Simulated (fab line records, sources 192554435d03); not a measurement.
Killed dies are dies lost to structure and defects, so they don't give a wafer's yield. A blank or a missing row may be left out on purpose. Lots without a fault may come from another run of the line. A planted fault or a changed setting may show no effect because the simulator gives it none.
A struck lot beside a sound one | flow n5_finfet | 20 steps out of a route of 1938
Sound: wafers L954.3, L954.4, L954.5. Struck: wafer L962.5. (L962.2, L962.4 of the same lot were not struck and are left out.) The cause comes at the end.
At each step with rows: each side's tool, then ch and its chambers, then its first start. Under that, the readings that differ: sound wafers | struck wafers | difference of the means | sigmas: that difference in standard deviations of wafers without a fault.
alike: readings whose means differ by less than 2 such deviations, and words and numbers that are the same on both sides. not compared: withheld readings, readings that some wafer has no value for, bounds like >300 that may hide the same value, and numbers for which the record gives no deviation and whose values overlap.
The two part at a step that has a row with sigmas, a row that says differs or no value, or rows on one side only. Numbers that don't overlap but have no deviation are shown without sigmas and don't part them. A reading that every wafer of one side lacks parts them only if that side has two wafers or more.

first, 6 steps without rows for these wafers: N5_BEOL_M3_COAT_05 (resist thk 30 nm); N5_BEOL_M3_EBR_07; N5_BEOL_M3_SOFTBAKE_06 (time 60 s); N5_BEOL_M3_EXPOSE_08 (exposes mask M3); N5_BEOL_M3_PEB_09 (peb time 60 s); N5_BEOL_M3_DEVELOP_10 (develop time 30 s).
N5_BEOL_M3_CD_MEAS_11: target cd 17.05 nm.
  sound on cd_sem-02 ch 0, day 8 12:11; struck on cd_sem-02 ch 0, day 10 23:31
  alike: cd_nm
N5_BEOL_M3_OVL_MEAS_12:
  sound on overlay-02 ch 0, day 8 12:13; struck on overlay-02 ch 0, day 10 23:32
  alike: M3_OVL
N5_BEOL_M3_INSPECT_13: inspects for defects (brightfield).
  sound on defect_inspect-01, day 8 12:16; struck on defect_inspect-01, day 10 23:36
  alike: raw_defect_count
N5_BEOL_M3_DESCUM_16: chemistry O2, time 7 s.
  sound on rie_diel-05 ch 1,2,3, day 8 12:18; struck on rie_diel-05 ch 1, day 11 00:00
  alike: drypump_motor_current_A, oes_product_au, rf_vpp_V, showerhead_plenum_p_Torr, throttle_valve_pct
  not compared: rf_hours_counter_h
N5_BEOL_M3_ETCH_74: etches underlayer in N2/H2, target depth 6.5 nm, time 5.2 s.
  sound on rie_diel-05 ch 1,2,3, day 8 12:20; struck on rie_diel-05 ch 1, day 11 00:02
  alike: bias_w, drypump_motor_current_A, etch_rf_on_time_s, oes_product_au, rf_vpp_V, showerhead_plenum_p_Torr, throttle_valve_pct
  not compared: rf_hours_counter_h
N5_BEOL_M3_ETCH_63: etches SiARC in CF4, target depth 15.6 nm, time 26 s.
  sound on rie_diel-05 ch 1,2,3, day 8 12:21; struck on rie_diel-05 ch 1, day 11 00:03
  alike: bias_w, cf4_flow_sccm, drypump_motor_current_A, etch_rf_on_time_s, oes_product_au, rf_vpp_V, showerhead_plenum_p_Torr, throttle_valve_pct
  not compared: rf_hours_counter_h
N5_BEOL_M3_ETCH_64: etches SOC in N2/H2, target depth 75 nm, overetch 15 nm, time 112.5 s.
  sound on rie_diel-05 ch 1,2,3, day 8 12:23; struck on rie_diel-05 ch 1, day 11 00:05
  reading                                    | sound     | struck | difference | sigmas
  model.SiARC_of_BEOL_M3_COAT_62.thk_nm (nm) | 7 7.4 6.6 | 6.2    | -0.8       |
  alike: bias_w, drypump_motor_current_A, oes_product_au, rf_vpp_V, showerhead_plenum_p_Torr, throttle_valve_pct
  not compared: rf_hours_counter_h
then, 2 steps without rows for these wafers: N5_BEOL_M3_STRIP_65 (strips in N2/H2); N5_BEOL_M3_STRIP_75 (strips in N2/H2).
N5_BEOL_M3_STRIP_66: strips in CF4.
  sound on rie_diel-05 ch 1,2,3, day 8 12:31; struck on rie_diel-05 ch 1, day 11 00:12
  alike: cf4_flow_sccm, drypump_motor_current_A, oes_product_au, rf_vpp_V, showerhead_plenum_p_Torr, throttle_valve_pct
  not compared: rf_hours_counter_h
N5_BEOL_M3_HM_OPEN_17: chemistry Cl2/BCl3, target TiN, target depth 20 nm, overetch 6 nm.
  sound on rie_metal-02 ch 0,1, day 8 12:35; struck on rie_metal-03 ch 0, day 11 00:14
  reading                  | sound            | struck | difference | sigmas
  model.etch.depth_nm (nm) | 19.51 19.3 19.46 | 18.94  | -0.48      |
  alike: bias_w, drypump_motor_current_A, oes_product_au, throttle_valve_pct
  not compared: rf_hours_counter_h
N5_BEOL_M3_STRIP_19: strips in O2.
  sound on rie_diel-06 ch 0,1,2, day 8 12:40; struck on rie_diel-03 ch 1, day 11 00:21
  alike: drypump_motor_current_A, oes_product_au, rf_vpp_V, showerhead_plenum_p_Torr, throttle_valve_pct
  not compared: rf_hours_counter_h
N5_BEOL_M4_RC_MEAS_101:
  sound on prober-01 ch 0, day 9 20:37; struck on prober-02 ch 0, day 12 02:20
  alike: DIBL_N, DIBL_P, IOFF_N, IOFF_P, ION_N, ION_P, SS_N, SS_P, VT_N, VT_P
-- the record jumps here: 5 days lie between the struck wafers' starts before and after (it left off in module BEOL_M4 and takes up again in module PASSIVATION, whose first step shown is number 1936 of the route) --
N5_PASSIVATION_PROBE_49:
  the record has rows for the struck wafers here (prober-02, day 16 21:05) and none for the sound ones

WHERE THEY PART
Only at N5_PASSIVATION_PROBE_49, within this record.

WHY: what the simulator had put in
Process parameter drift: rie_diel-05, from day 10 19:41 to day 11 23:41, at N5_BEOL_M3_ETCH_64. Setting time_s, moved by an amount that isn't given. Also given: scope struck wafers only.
